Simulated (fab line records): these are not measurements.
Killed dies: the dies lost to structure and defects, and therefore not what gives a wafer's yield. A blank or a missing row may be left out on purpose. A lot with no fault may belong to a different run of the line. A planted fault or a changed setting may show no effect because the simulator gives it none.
Chamber matching || flow n5-finfet || N5_MOL_CONTACT_COAG_CONTACT_ETCH_14 on rie-diel-03: 4 sister chambers
The step etches SiO2 in C4F6/O2, target depth 27.5 nm, overetch 8.5 nm, time 20 s. 16 wafers are shown with their chamber, then 8 later ones without.

WAFERS WITH THEIR CHAMBER
{"wafer": "L074.2", "chamber": 0, "showerhead-plenum-p-Torr (Torr)": 2.85, "drypump-motor-current-A (A)": 4.9, "throttle-valve-pct (%)": 21.18}
{"wafer": "L074.3", "chamber": 1, "showerhead-plenum-p-Torr (Torr)": 3.02, "drypump-motor-current-A (A)": 5.9, "throttle-valve-pct (%)": 21.75}
{"wafer": "L074.4", "chamber": 2, "showerhead-plenum-p-Torr (Torr)": 2.75, "drypump-motor-current-A (A)": 5.6, "throttle-valve-pct (%)": 21.00}
{"wafer": "L078.1", "chamber": 0, "showerhead-plenum-p-Torr (Torr)": 2.85, "drypump-motor-current-A (A)": 4.9, "throttle-valve-pct (%)": 21.19}
{"wafer": "L078.3", "chamber": 1, "showerhead-plenum-p-Torr (Torr)": 3.02, "drypump-motor-current-A (A)": 6.0, "throttle-valve-pct (%)": 21.76}
{"wafer": "L078.5", "chamber": 1, "showerhead-plenum-p-Torr (Torr)": 3.02, "drypump-motor-current-A (A)": 6.0, "throttle-valve-pct (%)": 21.78}
{"wafer": "L079.3", "chamber": 1, "showerhead-plenum-p-Torr (Torr)": 3.02, "drypump-motor-current-A (A)": 5.9, "throttle-valve-pct (%)": 21.76}
{"wafer": "L079.4", "chamber": 3, "showerhead-plenum-p-Torr (Torr)": 2.73, "drypump-motor-current-A (A)": 6.1, "throttle-valve-pct (%)": 21.12}
{"wafer": "L079.6", "chamber": 1, "showerhead-plenum-p-Torr (Torr)": 3.02, "drypump-motor-current-A (A)": 6.0, "throttle-valve-pct (%)": 21.77}
{"wafer": "L080.2", "chamber": 3, "showerhead-plenum-p-Torr (Torr)": 2.73, "drypump-motor-current-A (A)": 6.1, "throttle-valve-pct (%)": 21.12}
{"wafer": "L080.4", "chamber": 0, "showerhead-plenum-p-Torr (Torr)": 2.85, "drypump-motor-current-A (A)": 4.9, "throttle-valve-pct (%)": 21.22}
{"wafer": "L080.6", "chamber": 1, "showerhead-plenum-p-Torr (Torr)": 3.01, "drypump-motor-current-A (A)": 5.9, "throttle-valve-pct (%)": 21.75}
{"wafer": "L086.2", "chamber": 3, "showerhead-plenum-p-Torr (Torr)": 2.73, "drypump-motor-current-A (A)": 6.1, "throttle-valve-pct (%)": 21.14}
{"wafer": "L086.3", "chamber": 0, "showerhead-plenum-p-Torr (Torr)": 2.84, "drypump-motor-current-A (A)": 4.9, "throttle-valve-pct (%)": 21.23}
{"wafer": "L086.4", "chamber": 1, "showerhead-plenum-p-Torr (Torr)": 3.01, "drypump-motor-current-A (A)": 6.0, "throttle-valve-pct (%)": 21.80}
{"wafer": "L092.1", "chamber": 1, "showerhead-plenum-p-Torr (Torr)": 3.00, "drypump-motor-current-A (A)": 6.0, "throttle-valve-pct (%)": 21.80}

SIGNATURES, as means of the wafers listed above
{"reading": "showerhead-plenum-p-Torr", "chamber 0": 2.8475, "chamber 1": 3.0150, "chamber 2": 2.7500, "chamber 3": 2.7300, "scatter within a chamber": 0.00629}
{"reading": "drypump-motor-current-A", "chamber 0": 4.900, "chamber 1": 5.963, "chamber 2": 5.600, "chamber 3": 6.100, "scatter within a chamber": 0.0395}
{"reading": "throttle-valve-pct", "chamber 0": 21.2050, "chamber 1": 21.7713, "chamber 2": 21.0000, "chamber 3": 21.1267, "scatter within a chamber": 0.0201}
Rule: for a wafer and a chamber, the distance is found by dividing, reading by reading, the gap between the wafer's reading and the chamber's mean by the reading's scatter, squaring, summing and taking the root. If the next closest chamber is less than 2 further off than the closest, the wafer can't be placed; otherwise it belongs to the closest. The scatter is the square root of a quotient: the sum, over the shown wafers, of each reading's squared deviation from its chamber's mean, divided by wafers minus chambers.

WAFERS WHOSE CHAMBER IS MISSING
{"wafer": "L092.3", "showerhead-plenum-p-Torr (Torr)": 2.73, "drypump-motor-current-A (A)": 5.6, "throttle-valve-pct (%)": 21.09}
{"wafer": "L092.6", "showerhead-plenum-p-Torr (Torr)": 3.00, "drypump-motor-current-A (A)": 5.9, "throttle-valve-pct (%)": 21.80}
{"wafer": "L096.1", "showerhead-plenum-p-Torr (Torr)": 2.83, "drypump-motor-current-A (A)": 4.9, "throttle-valve-pct (%)": 20.92}
{"wafer": "L096.2", "showerhead-plenum-p-Torr (Torr)": 2.73, "drypump-motor-current-A (A)": 5.6, "throttle-valve-pct (%)": 21.09}
{"wafer": "L096.4", "showerhead-plenum-p-Torr (Torr)": 3.00, "drypump-motor-current-A (A)": 5.9, "throttle-valve-pct (%)": 21.82}
{"wafer": "L097.3", "showerhead-plenum-p-Torr (Torr)": 3.00, "drypump-motor-current-A (A)": 6.0, "throttle-valve-pct (%)": 21.81}
{"wafer": "L097.5", "showerhead-plenum-p-Torr (Torr)": 2.72, "drypump-motor-current-A (A)": 6.1, "throttle-valve-pct (%)": 21.16}
{"wafer": "L097.6", "showerhead-plenum-p-Torr (Torr)": 2.83, "drypump-motor-current-A (A)": 4.9, "throttle-valve-pct (%)": 20.93}

WHICH CHAMBER EACH WENT THROUGH
{"wafer": "L092.3", "from the rows above": 2, "in truth": 2}
{"wafer": "L092.6", "from the rows above": 1, "in truth": 1}
{"wafer": "L096.1", "from the rows above": 0, "in truth": 0}
{"wafer": "L096.2", "from the rows above": 2, "in truth": 2}
{"wafer": "L096.4", "from the rows above": 1, "in truth": 1}
{"wafer": "L097.3", "from the rows above": 1, "in truth": 1}
{"wafer": "L097.5", "from the rows above": 3, "in truth": 3}
{"wafer": "L097.6", "from the rows above": 0, "in truth": 0}
Correct placement for 8 of the 8. From these rows, 0 cannot be placed. Number placed wrongly: 0.
